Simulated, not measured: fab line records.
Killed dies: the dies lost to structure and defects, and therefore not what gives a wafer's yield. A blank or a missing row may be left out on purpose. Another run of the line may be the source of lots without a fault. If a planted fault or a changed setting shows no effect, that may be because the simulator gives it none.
fab line records ; flow n5-finfet
record lots=6; wafers=18; last-day=17
route steps=1938 shown WELL_APT@21 PMOS_HMC_CHANNEL_EPI@57 BEOL_M4@1111 PASSIVATION@1936
lots that met no fault: from a run of the same line without faults
start-h: the number of hours between the record's first day and the start of the first shown wafer of the lot ; wait-h: time in hours since the lot's previous step ; " the same as in the row above ; L1.1+2: one row covering several wafers at once ; - no value present, or no start provided ; * or withheld: withheld ; < > ~ a bound
route shown NAME@n: names a module that has steps shown in the file, with the first one's number in the route ; usual: average and standard deviation across the fault-free wafers ; same: alike in all rows ; chamber/n: place in a boat ; sites: readings site by site ; _std_site: standard deviation of those values ; _edge_site: outer sites' mean less inner sites' ; radius-mm: for every site, how far away it sits from the centre of the wafer ; mask NAME#n: copy n ; behind: the last tool/chamber to shape the wafer ; hold: what put the lot on hold/how long, in hours/how the hold closed ; device: transistor that didn't switch, given as n, p or np ; end of line: tests run on the same wafers once the route is complete ; where a step has no rows: the recipe by itself ; killed: not the wafer's yield, but the dies lost to structure and defects at the first sort ; map: a wafer's dies, marking killed ones x, the rest . and places with no die _
set.NAME: the setting the step ran with; set.NAME@STEP: the setting that earlier step ran with ; model.NAME: the simulator's own value behind a step, which no gauge read
lots seen at some steps along the route; tables by step, rows by wafer
services: a tool's chamber out of use, with start hour (start-h, from the record's first day; less than 0 if before it), hours out, and reason
## steps
# step N5_WELL_APT_COAT_02
# recipe spin-rpm=1357; resist-thk-nm=950
# step N5_WELL_APT_EBR_04
# recipe solvent=PGMEA; ebr-width-mm=1.5
# step N5_WELL_APT_SOFTBAKE_03
# recipe temp-c=130; time-s=60
# step N5_WELL_APT_EXPOSE_05
# recipe mask-id=NWELL; na=0.8; source-shape=conventional; sigma-outer=0.8; polarization=unpolarized; defocus-nm=0; target-cd-nm=200; dose-mj=20.3
# step N5_WELL_APT_PEB_06
# recipe peb-temp-c=130; peb-time-s=90
# step N5_WELL_APT_DEVELOP_07
# recipe develop-time-s=45; rinse-liquid=surfactant-rinse; dry=air-spin; dev-temp-c=21
# step N5_WELL_APT_HARDBAKE_12
# recipe temp-c=130; time-s=120
# step N5_WELL_APT_CD_MEAS_08
# recipe target-cd-nm=200; landing-energy-ev=500; detector=se-inlens
# usual cd-nm=200.1/1.6
# same landing-energy-ev=500
lot.wafer;tool;chamber;start-h;wait-h;cd-nm
L881.2;cd-sem-02;0;55.81;-;202.0
L881.4;cd-sem-02;0;55.81;-;201.7
L881.5;cd-sem-02;0;55.81;-;201.2
L883.1;cd-sem-03;0;67.70;-;198.5
L883.2;cd-sem-03;0;67.70;-;200.3
L883.6;cd-sem-03;0;67.70;-;198.2
L884.3;cd-sem-01;0;73.96;-;201.1
L884.5;cd-sem-01;0;73.96;-;198.6
L884.6;cd-sem-01;0;73.96;-;201.9
L890.3;cd-sem-02;0;109.69;-;197.7
L890.4;cd-sem-02;0;109.69;-;199.5
L890.5;cd-sem-02;0;109.69;-;200.6
L892.3;cd-sem-02;0;121.91;-;201.8
L892.4;cd-sem-02;0;121.91;-;199.4
L892.5;cd-sem-02;0;121.91;-;200.2
L893.2;cd-sem-03;0;127.68;-;201.7
L893.3;cd-sem-03;0;127.68;-;198.2
L893.6;cd-sem-03;0;127.68;-;200.2
# step N5_WELL_APT_OVL_MEAS_09
# recipe points-per-wafer=44
# usual NWELL_OVL=5/4.9
lot.wafer;tool;chamber;start-h;wait-h;NWELL_OVL[nm]
L881.2;overlay-02;0;55.84;0.0;8
L881.4;overlay-02;0;55.84;0.0;9
L881.5;overlay-02;0;55.84;0.0;-2
L883.1;overlay-02;0;67.73;0.0;4
L883.2;overlay-02;0;67.73;0.0;4
L883.6;overlay-02;0;67.73;0.0;6
L884.3;overlay-02;0;73.98;0.0;-3
L884.5;overlay-02;0;73.98;0.0;1
L884.6;overlay-02;0;73.98;0.0;-2
L890.3;overlay-01;0;109.72;0.0;8
L890.4;overlay-01;0;109.72;0.0;1
L890.5;overlay-01;0;109.72;0.0;13
L892.3;overlay-01;0;121.94;0.0;7
L892.4;overlay-01;0;121.94;0.0;9
L892.5;overlay-01;0;121.94;0.0;1
L893.2;overlay-01;0;127.71;0.0;15
L893.3;overlay-01;0;127.71;0.0;11
L893.6;overlay-01;0;127.71;0.0;12
# step N5_WELL_APT_INSPECT_10
# recipe mode=adi; inspect-instrument=macro
# usual raw-defect-count=1.9/1.4
lot.wafer;tool;chamber;start-h;wait-h;raw-defect-count
L881.2;defect-inspect-02;-;55.86;0.0;2
L881.4;defect-inspect-02;-;55.86;0.0;4
L881.5;defect-inspect-02;-;55.86;0.0;3
L883.1;defect-inspect-02;-;67.75;0.0;2
L883.2;defect-inspect-02;-;67.75;0.0;2
L883.6;defect-inspect-02;-;67.75;0.0;2
L884.3;defect-inspect-02;-;74.01;0.0;2
L884.5;defect-inspect-02;-;74.01;0.0;3
L884.6;defect-inspect-02;-;74.01;0.0;4
L890.3;defect-inspect-02;-;109.74;0.0;1
L890.4;defect-inspect-02;-;109.74;0.0;2
L890.5;defect-inspect-02;-;109.74;0.0;1
L892.3;defect-inspect-01;-;121.97;0.0;2
L892.4;defect-inspect-01;-;121.97;0.0;1
L892.5;defect-inspect-01;-;121.97;0.0;2
L893.2;defect-inspect-01;-;127.73;0.0;0
L893.3;defect-inspect-01;-;127.73;0.0;2
L893.6;defect-inspect-01;-;127.73;0.0;1
# step N5_WELL_APT_DESCUM_13
# recipe chemistry=O2; time-s=7.9; source-power-w=50; bias-power-w=20; pressure-mtorr=20; rf-frequency-hz=2.712e+07; temp-c=40; o2-flow-sccm=225
# usual drypump-motor-current-A=5.9/0.41; oes-product-au=0.75/0.063; rf-vpp-V=243.2/1.2; showerhead-plenum-p-Torr=2.09/0.07; throttle-valve-pct=20.39/0.23
lot.wafer;tool;chamber;start-h;wait-h;drypump-motor-current-A;oes-product-au;rf-hours-counter-h;rf-vpp-V;showerhead-plenum-p-Torr;throttle-valve-pct
L881.2;rie-diel-03;1;55.90;0.0;6.3;0.81;79;243.4;2.12;20.37
L881.4;rie-diel-03;3;55.90;0.0;5.9;0.76;157;241.2;2.07;19.95
L881.5;rie-diel-03;2;55.90;0.0;5.5;0.69;-;242.7;2.06;20.30
L883.1;rie-diel-05;0;67.79;0.0;5.8;0.72;181;245.1;2.19;20.44
L883.2;rie-diel-05;2;67.79;0.0;5.5;0.71;236;242.6;2.05;20.29
L883.6;rie-diel-05;0;67.79;0.0;5.8;0.73;-;244.4;2.19;20.40
L884.3;rie-diel-05;2;74.04;0.0;5.6;0.70;239;242.1;2.05;20.29
L884.5;rie-diel-05;1;74.04;0.0;5.2;0.71;-;245.5;2.19;20.75
L884.6;rie-diel-05;0;74.04;0.0;5.7;0.72;-;244.5;2.19;20.41
L890.3;rie-diel-02;1;109.82;0.1;5.4;0.76;159;243.7;2.18;20.22
L890.4;rie-diel-02;0;109.82;0.1;6.3;0.77;128;241.4;1.91;20.35
L890.5;rie-diel-02;1;109.82;0.1;5.4;0.75;-;244.2;2.18;20.20
L892.3;rie-diel-02;2;122.00;0.0;5.8;0.69;227;244.3;2.07;20.73
L892.4;rie-diel-02;3;122.00;0.0;6.0;0.87;-;243.4;2.03;20.38
L892.5;rie-diel-02;2;122.00;0.0;5.8;0.70;-;242.5;2.07;20.73
L893.2;rie-diel-03;3;127.89;0.2;5.9;0.74;177;242.8;2.06;20.00
L893.3;rie-diel-03;2;127.89;0.2;5.5;0.68;223;242.1;2.05;20.34
L893.6;rie-diel-03;0;127.89;0.2;6.3;0.69;-;242.0;2.07;20.60
# step N5_WELL_APT_IMPLANT_14
# recipe species=P; energy-kev=160; dose-cm2=1.5e+13; tilt-deg=0; rotation-deg=0
# step N5_WELL_APT_IMPLANT_15
# recipe species=As; energy-kev=25; dose-cm2=1.5e+13; tilt-deg=0; rotation-deg=0
# usual dose-ions-cm2=1.4999e+13/1.7e+10; faraday-current-uA=191/4; tilt-deg=-0.007/0.02
lot.wafer;tool;chamber;start-h;wait-h;dose-ions-cm2;faraday-current-uA;tilt-deg
L881.2;implanter-01;0;56.20;0.1;3.816e+12;49;-0.004
L881.4;implanter-01;0;56.20;0.1;3.847e+12;49;-0.015
L881.5;implanter-01;0;56.20;0.1;3.82e+12;50;0.004
L883.1;implanter-01;0;68.07;0.1;3.885e+12;50;0.002
L883.2;implanter-01;0;68.07;0.1;3.891e+12;49;0.003
L883.6;implanter-01;0;68.07;0.1;3.884e+12;49;0.003
L884.3;implanter-02;0;74.38;0.1;1.5018e+13;189;-0.034
L884.5;implanter-02;0;74.38;0.1;1.5011e+13;187;-0.020
L884.6;implanter-02;0;74.38;0.1;1.5003e+13;195;-0.036
L890.3;implanter-02;0;110.15;0.1;1.497e+13;186;-0.039
L890.4;implanter-02;0;110.15;0.1;1.4978e+13;190;-0.024
L890.5;implanter-02;0;110.15;0.1;1.4981e+13;185;-0.034
L892.3;implanter-02;0;122.34;0.1;1.4996e+13;193;0.012
L892.4;implanter-02;0;122.34;0.1;1.5023e+13;192;-0.019
L892.5;implanter-02;0;122.34;0.1;1.4986e+13;185;-0.013
L893.2;implanter-01;0;128.20;0.1;1.4973e+13;196;-0.018
L893.3;implanter-01;0;128.20;0.1;1.4974e+13;187;0.006
L893.6;implanter-01;0;128.20;0.1;1.4998e+13;186;0.000
# step N5_WELL_APT_STRIP_16
# recipe chemistry=SPM; time-s=900; temp-c=130; h2so4-h2o2-vol-ratio=4; dry=ipa-marangoni
# step N5_WELL_APT_HMDS_18
# recipe time-s=60; temp-c=120
# step N5_WELL_APT_COAT_19
# recipe spin-rpm=1357; resist-thk-nm=950
# step N5_WELL_APT_EBR_21
# recipe solvent=PGMEA; ebr-width-mm=1.5
# step N5_WELL_APT_SOFTBAKE_20
# recipe temp-c=130; time-s=60
# step N5_WELL_APT_EXPOSE_22
# recipe mask-id=PWELL; na=0.8; source-shape=conventional; sigma-outer=0.8; polarization=unpolarized; defocus-nm=0; target-cd-nm=200; dose-mj=23.2
# step N5_WELL_APT_PEB_23
# recipe peb-temp-c=130; peb-time-s=90
# step N5_WELL_APT_DEVELOP_24
# recipe develop-time-s=45; rinse-liquid=surfactant-rinse; dry=air-spin; dev-temp-c=21
# step N5_WELL_APT_HARDBAKE_29
# recipe temp-c=130; time-s=120
# step N5_WELL_APT_CD_MEAS_25
# recipe target-cd-nm=200; landing-energy-ev=500; detector=se-inlens
# usual cd-nm=200.1/2
# same landing-energy-ev=500
lot.wafer;tool;chamber;start-h;wait-h;cd-nm
L881.2;cd-sem-02;0;56.93;-;198.5
L881.4;cd-sem-02;0;56.93;-;202.8
L881.5;cd-sem-02;0;56.93;-;199.4
L883.1;cd-sem-02;0;68.88;-;199.1
L883.2;cd-sem-02;0;68.88;-;200.6
L883.6;cd-sem-02;0;68.88;-;199.1
L884.3;cd-sem-02;0;75.10;-;199.9
L884.5;cd-sem-02;0;75.10;-;198.5
L884.6;cd-sem-02;0;75.10;-;198.5
L890.3;cd-sem-01;0;111.19;-;201.1
L890.4;cd-sem-01;0;111.19;-;199.0
L890.5;cd-sem-01;0;111.19;-;199.4
L892.3;cd-sem-03;0;123.05;-;202.2
L892.4;cd-sem-03;0;123.05;-;204.3
L892.5;cd-sem-03;0;123.05;-;203.5
L893.2;cd-sem-02;0;128.94;-;202.3
L893.3;cd-sem-02;0;128.94;-;199.2
L893.6;cd-sem-02;0;128.94;-;197.9
# step N5_WELL_APT_OVL_MEAS_26
# recipe points-per-wafer=44
# usual PWELL_OVL=4/4.6
lot.wafer;tool;chamber;start-h;wait-h;PWELL_OVL[nm]
L881.2;overlay-01;0;56.96;0.0;2
L881.4;overlay-01;0;56.96;0.0;3
L881.5;overlay-01;0;56.96;0.0;-4
L883.1;overlay-01;0;68.91;0.0;9
L883.2;overlay-01;0;68.91;0.0;6
L883.6;overlay-01;0;68.91;0.0;11
L884.3;overlay-01;0;75.13;0.0;2
L884.5;overlay-01;0;75.13;0.0;-1
L884.6;overlay-01;0;75.13;0.0;-1
L890.3;overlay-02;0;111.22;0.0;12
L890.4;overlay-02;0;111.22;0.0;5
L890.5;overlay-02;0;111.22;0.0;4
L892.3;overlay-01;0;123.08;0.0;-1
L892.4;overlay-01;0;123.08;0.0;12
L892.5;overlay-01;0;123.08;0.0;2
L893.2;overlay-02;0;128.97;0.0;9
L893.3;overlay-02;0;128.97;0.0;12
L893.6;overlay-02;0;128.97;0.0;8
# step N5_WELL_APT_INSPECT_27
# recipe mode=adi; inspect-instrument=macro
# usual raw-defect-count=1.8/1.3
lot.wafer;tool;chamber;start-h;wait-h;raw-defect-count
L881.2;defect-inspect-01;-;56.98;0.0;2
L881.4;defect-inspect-01;-;56.98;0.0;2
L881.5;defect-inspect-01;-;56.98;0.0;2
L883.1;defect-inspect-01;-;68.93;0.0;3
L883.2;defect-inspect-01;-;68.93;0.0;2
L883.6;defect-inspect-01;-;68.93;0.0;0
L884.3;defect-inspect-02;-;75.15;0.0;0
L884.5;defect-inspect-02;-;75.15;0.0;2
L884.6;defect-inspect-02;-;75.15;0.0;1
L890.3;defect-inspect-01;-;111.25;0.0;3
L890.4;defect-inspect-01;-;111.25;0.0;1
L890.5;defect-inspect-01;-;111.25;0.0;4
L892.3;defect-inspect-01;-;123.10;0.0;0
L892.4;defect-inspect-01;-;123.10;0.0;2
L892.5;defect-inspect-01;-;123.10;0.0;5
L893.2;defect-inspect-02;-;128.99;0.0;2
L893.3;defect-inspect-02;-;128.99;0.0;1
L893.6;defect-inspect-02;-;128.99;0.0;3
# step N5_WELL_APT_DESCUM_30
# recipe chemistry=O2; time-s=7.9; source-power-w=50; bias-power-w=20; pressure-mtorr=20; rf-frequency-hz=2.712e+07; temp-c=40; o2-flow-sccm=225
# usual drypump-motor-current-A=5.9/0.41; oes-product-au=0.75/0.065; rf-vpp-V=243.1/1.5; showerhead-plenum-p-Torr=2.09/0.088; throttle-valve-pct=20.41/0.21
lot.wafer;tool;chamber;start-h;wait-h;drypump-motor-current-A;oes-product-au;rf-hours-counter-h;rf-vpp-V;showerhead-plenum-p-Torr;throttle-valve-pct
L881.2;rie-diel-02;2;57.02;0.0;5.8;0.70;204;244.3;2.08;20.71
L881.4;rie-diel-02;0;57.02;0.0;6.3;0.78;110;240.0;1.92;20.35
L881.5;rie-diel-02;0;57.02;0.0;6.3;0.78;-;239.8;1.92;20.35
L883.1;rie-diel-03;3;68.97;0.0;5.9;0.76;161;242.8;2.07;19.97
L883.2;rie-diel-03;2;68.97;0.0;5.5;0.70;204;241.5;2.05;20.30
L883.6;rie-diel-03;0;68.97;0.0;6.3;0.68;-;243.3;2.08;20.57
L884.3;rie-diel-03;0;75.18;0.0;6.3;0.69;205;242.7;2.08;20.56
L884.5;rie-diel-03;1;75.18;0.0;6.3;0.81;-;241.4;2.11;20.39
L884.6;rie-diel-03;2;75.18;0.0;5.5;0.70;-;243.4;2.05;20.31
L890.3;rie-diel-02;2;111.31;0.1;5.8;0.70;223;243.1;2.08;20.72
L890.4;rie-diel-02;0;111.31;0.1;6.3;0.77;129;240.3;1.91;20.36
L890.5;rie-diel-02;1;111.31;0.1;5.4;0.75;-;244.2;2.18;20.22
L892.3;rie-diel-05;3;123.23;0.1;6.5;0.71;185;243.9;2.17;20.62
L892.4;rie-diel-05;1;123.23;0.1;5.2;0.71;-;244.0;2.18;20.75
L892.5;rie-diel-05;3;123.23;0.1;6.5;0.72;-;244.4;2.17;20.63
L893.2;rie-diel-02;3;129.03;0.0;6.0;0.87;30;241.7;2.03;20.38
L893.3;rie-diel-02;1;129.03;0.0;5.4;0.75;166;242.8;2.18;20.23
L893.6;rie-diel-02;2;129.03;0.0;5.8;0.70;-;243.8;2.07;20.74
# step N5_WELL_APT_IMPLANT_31
# recipe species=B; energy-kev=60; dose-cm2=1.5e+13; tilt-deg=0; rotation-deg=0
# step N5_WELL_APT_IMPLANT_32
# recipe species=BF2; energy-kev=50; dose-cm2=2e+13; tilt-deg=0; rotation-deg=0
# step N5_WELL_APT_STRIP_33
# recipe chemistry=SPM; time-s=900; temp-c=130; h2so4-h2o2-vol-ratio=4; dry=ipa-marangoni
# step N5_WELL_APT_RTA_34
# recipe temp-c=1000; time-s=10; ambient=N2; idle-temp-c=600; ramp-up-c-per-s=150; ramp-down-c-per-s=60; cool-to-c=600
# usual anneal-temp-c-max=1005.2/1; lamp-power-pct=13.01/0.055; wafer_temp_C_max=1003.5/1
lot.wafer;tool;chamber;start-h;wait-h;anneal-temp-c-max;lamp-power-pct;wafer_temp_C_max
L881.2;rtp-anneal-01;0;57.80;0.0;1005.2;13.08;1004.1
L881.4;rtp-anneal-01;0;57.80;0.0;1007.7;13.03;1004.1
L881.5;rtp-anneal-01;0;57.80;0.0;1005.0;13.01;1004.5
L883.1;rtp-anneal-01;0;69.75;0.0;1006.4;13.11;1002.9
L883.2;rtp-anneal-01;0;69.75;0.0;1005.2;13.06;1005.2
L883.6;rtp-anneal-01;0;69.75;0.0;1004.8;12.93;1003.9
L884.3;rtp-anneal-02;0;76.12;0.2;1004.5;12.98;1004.7
L884.5;rtp-anneal-02;0;76.12;0.2;1004.3;12.99;1004.2
L884.6;rtp-anneal-02;0;76.12;0.2;1004.7;12.87;1004.7
L890.3;rtp-anneal-02;0;112.11;0.1;1006.1;12.98;1003.0
L890.4;rtp-anneal-02;0;112.11;0.1;1005.0;12.91;1002.0
L890.5;rtp-anneal-02;0;112.11;0.1;1004.1;13.14;1003.9
L892.3;rtp-anneal-01;0;124.03;0.1;1004.5;12.97;1002.9
L892.4;rtp-anneal-01;0;124.03;0.1;1004.9;13.01;1003.1
L892.5;rtp-anneal-01;0;124.03;0.1;1005.7;13.00;1005.8
L893.2;rtp-anneal-02;0;129.81;0.0;1004.7;12.99;1004.0
L893.3;rtp-anneal-02;0;129.81;0.0;1003.8;13.05;1007.3
L893.6;rtp-anneal-02;0;129.81;0.0;1002.6;12.93;1003.3
# step N5_WELL_APT_OXIDE_STRIP_42
# recipe chemistry=dHF; dilution=25:1; time-s=45; temp-c=25; target=SiO2; target-depth-a=120
# step N5_WELL_APT_PRECLEAN_36
# recipe chemistry=O3/DIW; time-s=45; temp-c=22; o3-ppm=10
# step N5_WELL_APT_PRECLEAN_39
# recipe chemistry=dHF; time-s=60; dilution=150:1; temp-c=25
# step N5_WELL_APT_SRD_37
# recipe dry=ipa-marangoni; do-ppb=5; time-s=30; temp-c=23; rinse-liquid=diw
# step N5_WELL_APT_EPI_41
# recipe material=Si; target-thk-a=500; temp-c=650; precursor=SiH4/H2; pressure-torr=20; time-s=297.7
# usual chamber-pressure-Torr=20.00/0.039; throttle-valve-pct=11.2/0.32
lot.wafer;tool;chamber;start-h;wait-h;chamber-pressure-Torr;throttle-valve-pct
L881.2;epi-rpcvd-04;0;58.11;0.1;19.95;10.9
L881.4;epi-rpcvd-04;0;58.11;0.1;19.99;11.2
L881.5;epi-rpcvd-04;0;58.11;0.1;19.99;10.8
L883.1;epi-rpcvd-02;0;70.30;0.0;19.98;11.1
L883.2;epi-rpcvd-02;0;70.30;0.0;20.04;11.2
L883.6;epi-rpcvd-02;0;70.30;0.0;20.01;11.4
L884.3;epi-rpcvd-03;0;76.52;0.2;19.95;11.7
L884.5;epi-rpcvd-03;0;76.52;0.2;19.95;11.7
L884.6;epi-rpcvd-03;0;76.52;0.2;20.04;11.5
L890.3;epi-rpcvd-03;0;112.52;0.2;20.03;11.5
L890.4;epi-rpcvd-03;0;112.52;0.2;20.03;11.7
L890.5;epi-rpcvd-03;0;112.52;0.2;20.04;11.8
L892.3;epi-rpcvd-04;0;124.44;0.2;19.99;10.5
L892.4;epi-rpcvd-04;0;124.44;0.2;19.97;10.7
L892.5;epi-rpcvd-04;0;124.44;0.2;20.02;10.9
L893.2;epi-rpcvd-03;0;130.13;0.1;20.03;11.9
L893.3;epi-rpcvd-03;0;130.13;0.1;20.01;11.4
L893.6;epi-rpcvd-03;0;130.13;0.1;19.98;11.6
# step N5_WELL_APT_INSPECT_38
# recipe inspect-instrument=darkfield; mode=post-epi
# usual raw-defect-count=13/5.3
lot.wafer;tool;chamber;start-h;wait-h;raw-defect-count
L881.2;defect-inspect-02;-;58.65;0.4;13
L881.4;defect-inspect-02;-;58.65;0.4;5
L881.5;defect-inspect-02;-;58.65;0.4;13
L883.1;defect-inspect-02;-;71.76;1.2;14
L883.2;defect-inspect-02;-;71.76;1.2;13
L883.6;defect-inspect-02;-;71.76;1.2;12
L884.3;defect-inspect-01;-;76.95;0.3;8
L884.5;defect-inspect-01;-;76.95;0.3;9
L884.6;defect-inspect-01;-;76.95;0.3;10
L890.3;defect-inspect-02;-;112.96;0.3;14
L890.4;defect-inspect-02;-;112.96;0.3;8
L890.5;defect-inspect-02;-;112.96;0.3;11
L892.3;defect-inspect-02;-;124.88;0.3;8
L892.4;defect-inspect-02;-;124.88;0.3;18
L892.5;defect-inspect-02;-;124.88;0.3;8
L893.2;defect-inspect-02;-;130.66;0.4;12
L893.3;defect-inspect-02;-;130.66;0.4;16
L893.6;defect-inspect-02;-;130.66;0.4;6
# step N5_PMOS_HMC_CHANNEL_EPI_HM_DEP_34
# recipe material=SiO2; target-thk-a=360; temp-c=400; precursor=TEOS/O2; pressure-torr=6.5; rf-w=900; teos-flow-sccm=161.4; gas=O2; flow-sccm=2650; time-s=6.9
# usual chamber-pressure-Torr=6.500/0.013; heater-power-w=529/76; showerhead-plenum-p-Torr=8.36/0.041; throttle-valve-pct=18.3/1.1
lot.wafer;tool;chamber;start-h;wait-h;chamber-pressure-Torr;heater-power-w;showerhead-plenum-p-Torr;throttle-valve-pct
L881.2;pecvd-04;0;58.69;0.0;6.516;636;8.34;17.2
L881.4;pecvd-04;2;58.69;0.0;6.510;537;8.36;18.0
L881.5;pecvd-04;1;58.69;0.0;6.521;443;8.38;19.5
L883.1;pecvd-01;2;71.79;0.0;6.513;560;8.31;17.1
L883.2;pecvd-01;0;71.79;0.0;6.501;640;8.30;18.5
L883.6;pecvd-01;2;71.79;0.0;6.502;554;8.32;16.7
L884.3;pecvd-04;2;76.99;0.0;6.522;498;8.34;18.1
L884.5;pecvd-04;1;76.99;0.0;6.485;526;8.39;19.5
L884.6;pecvd-04;2;76.99;0.0;6.504;504;8.36;17.9
L890.3;pecvd-04;2;112.99;0.0;6.509;509;8.38;18.3
L890.4;pecvd-04;1;112.99;0.0;6.500;494;8.38;19.5
L890.5;pecvd-04;2;112.99;0.0;6.530;512;8.37;18.0
L892.3;pecvd-04;2;124.91;0.0;6.501;435;8.35;18.0
L892.4;pecvd-04;0;124.91;0.0;6.531;596;8.35;17.5
L892.5;pecvd-04;1;124.91;0.0;6.470;450;8.37;19.7
L893.2;pecvd-03;1;130.70;0.0;6.461;510;8.37;17.6
L893.3;pecvd-03;2;130.70;0.0;6.495;421;8.31;18.0
L893.6;pecvd-03;1;130.70;0.0;6.501;498;8.38;17.5
# step N5_PMOS_HMC_CHANNEL_EPI_COAT_31
# recipe resist=BARC; temp-c=205; time-s=60; spin-rpm=1500; resist-thk-nm=66
# step N5_PMOS_HMC_CHANNEL_EPI_COAT_03
# recipe resist=CAR-ArF-block; spin-rpm=1500; resist-thk-nm=205
# step N5_PMOS_HMC_CHANNEL_EPI_EBR_05
# recipe solvent=PGMEA; ebr-width-mm=1.5
# step N5_PMOS_HMC_CHANNEL_EPI_SOFTBAKE_04
# recipe temp-c=110; time-s=60; resist=CAR-ArF-block
# step N5_PMOS_HMC_CHANNEL_EPI_EXPOSE_06
# recipe mask-id=PMOS_HMC_BLK; na=1.35; source-shape=conventional; sigma-outer=0.8; polarization=unpolarized; target-cd-nm=240; dose-mj=41
# step N5_BEOL_M4_RC_MEAS_101
# usual CJ_P=5.82/0.2; DIBL_N=35.9/1.8; DIBL_P=36.2/2; IOFF_N=0.16/0.031; IOFF_P=0.22/0.041; ION_N=676/11; ION_P=465/8.5; SS_N=71.4/0.64; SS_P=73.2/0.7; VT_N=250/3.5; VT_P=-250/3.9
lot.wafer;tool;chamber;start-h;wait-h;CJ_P;DIBL_N[mV/V];DIBL_P[mV/V];IOFF_N[nA/um];IOFF_P[nA/um];ION_N[uA/um];ION_P[uA/um];SS_N[mV/dec];SS_P[mV/dec];VT_N[mV];VT_P[mV]
L881.2;prober-01;0;214.34;0.2;3.02;37.5;38.9;0.19;0.32;690;484;71.6;73.9;245;-242
L881.4;prober-01;0;214.34;0.2;2.97;33.2;33.1;0.11;0.20;669;465;70.7;72.4;254;-248
L881.5;prober-01;0;214.34;0.2;2.99;36.7;37.6;0.17;0.27;687;482;72.1;73.3;250;-246
L883.1;prober-01;0;218.67;0.0;2.97;35.2;36.6;0.14;0.25;681;478;70.6;73.0;252;-246
L883.2;prober-01;0;218.67;0.0;2.96;37.9;40.2;0.19;0.34;689;477;72.1;74.1;246;-241
L883.6;prober-01;0;218.67;0.0;2.94;34.1;35.5;0.14;0.24;676;475;71.1;73.4;251;-248
L884.3;prober-01;0;238.61;0.3;5.47;38.1;39.1;0.19;0.25;696;480;72.8;73.9;247;-248
L884.5;prober-01;0;238.61;0.3;5.47;37.9;38.7;0.17;0.24;683;469;71.5;73.7;247;-252
L884.6;prober-01;0;238.61;0.3;5.68;37.4;37.7;0.16;0.22;686;466;72.1;73.1;248;-247
L890.3;prober-01;0;266.87;0.3;6.14;35.1;33.6;0.14;0.18;674;462;70.8;73.1;248;-253
L890.4;prober-01;0;266.87;0.3;5.99;39.2;38.3;0.22;0.27;686;463;72.9;74.2;245;-247
L890.5;prober-01;0;266.87;0.3;6.05;35.3;33.9;0.14;0.19;664;452;71.1;72.4;249;-250
L892.3;prober-02;0;284.97;0.3;5.83;36.9;37.2;0.17;0.24;692;480;70.4;74.2;248;-248
L892.4;prober-02;0;284.97;0.3;5.86;37.2;38.5;0.16;0.27;672;471;70.6;74.6;249;-244
L892.5;prober-02;0;284.97;0.3;5.67;38.0;38.1;0.18;0.27;676;472;71.4;73.8;246;-244
L893.2;prober-01;0;290.82;0.2;5.82;35.4;36.4;0.14;0.21;672;464;72.2;72.8;253;-250
L893.3;prober-01;0;290.82;0.2;5.80;37.2;38.7;0.18;0.26;674;469;72.0;74.0;250;-249
L893.6;prober-01;0;290.82;0.2;5.91;37.8;38.9;0.17;0.27;671;467;71.5;73.6;250;-249
# step N5_PASSIVATION_PROBE_49
# usual defect-limited-yield=91.3/1.3; killed_at_M0_to_M3=35/9.3; killed_at_M4_up=14/5.2; killed-at-contacts=12/5.9; killed-at-front-end=38/11; killed-at-other=4/3.7; killed-dies=103/15; killed-on-rim=14/4; killed-open=67/12; killed-short=34/8; sort_bin_5_function=5.1/0.88; sort_bin_6_memory=3.3/0.65; sort-n-pass=1077/15; sort-yield-pct=91.3/1.3
# same gross-dies=1180; killed-at-back-side=0; sort_bin_4_leakage[%]=0; sort_bin_8_speed[%]=0
lot.wafer;tool;chamber;start-h;wait-h;defect-limited-yield[%];killed_at_M0_to_M3;killed_at_M4_up;killed-at-contacts;killed-at-front-end;killed-at-other;killed-dies;killed-on-rim;killed-open;killed-short;sort_bin_5_function[%];sort_bin_6_memory[%];sort-n-pass;sort-yield-pct[%]
L884.3;prober-02;-;348.20;0.1;89.3;20;11;24;54;17;126;13;71;50;5.8;4.3;1054;89.3
# killed by level:class
L884.3 MOL_CONTACT_COAG:geometric-particle:open=19 FIN_SAQP:geometric-particle:short=14 STI_FIN_REVEAL:geometric-particle:open=10 BEOL_M0_SAQP:geometric-particle:short=10 FIN_SAQP:geometric-particle:open=8 MIM_TOP_ETCH:geometric-particle:open=7 STARTING-WAFER:geometric-particle:short=7 GATE_CUT:geometric-particle:short=5
## services
tool;chamber;start-h;hours;kind
rie-diel-02;-;35.71;0.4;repair
pecvd-01;-;47.42;2.8;pm
implanter-02;-;55.96;2.5;repair
pecvd-03;1;75.09;2.1;scheduled-down
epi-rpcvd-04;-;77.19;2.1;repair
epi-rpcvd-04;-;82.86;1.3;repair
pecvd-04;0;88.82;5.5;scheduled-down
rie-diel-05;2;109.16;-;clean
rie-diel-05;2;109.16;-;consumable-replace:focus-ring
rie-diel-05;2;109.16;22.5;scheduled-down
rie-diel-05;2;109.16;22.5;vent-cycle
implanter-02;-;111.12;0.7;repair
pecvd-04;1;127.87;2.1;scheduled-down
## key
first-sign step=N5_WELL_APT_IMPLANT_15; reading=dose-ions-cm2; direction=down; sigmas=99+; usual=1.4999e+13; struck=3.857e+12
effect step=N5_WELL_APT_IMPLANT_15; reading=faraday-current-uA; direction=down; sigmas=36; usual=191; struck=49
effect step=N5_BEOL_M4_RC_MEAS_101; reading=CJ_P; direction=down; sigmas=14; usual=5.82; struck=2.98
met-at N5_WELL_APT_IMPLANT_15
struck-wafers L881.2,L881.4,L881.5,L883.1,L883.2,L883.6
fault kind=process-parameter-drift; tool=implanter-01; chamber=-; onset-h=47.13; steps=N5_WELL_APT_IMPLANT_15; channel=dose-cm2; offset=-1.1135e+13; shape=step; end-h=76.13; acts-in=these-recipes-only; stated=1.5e+13
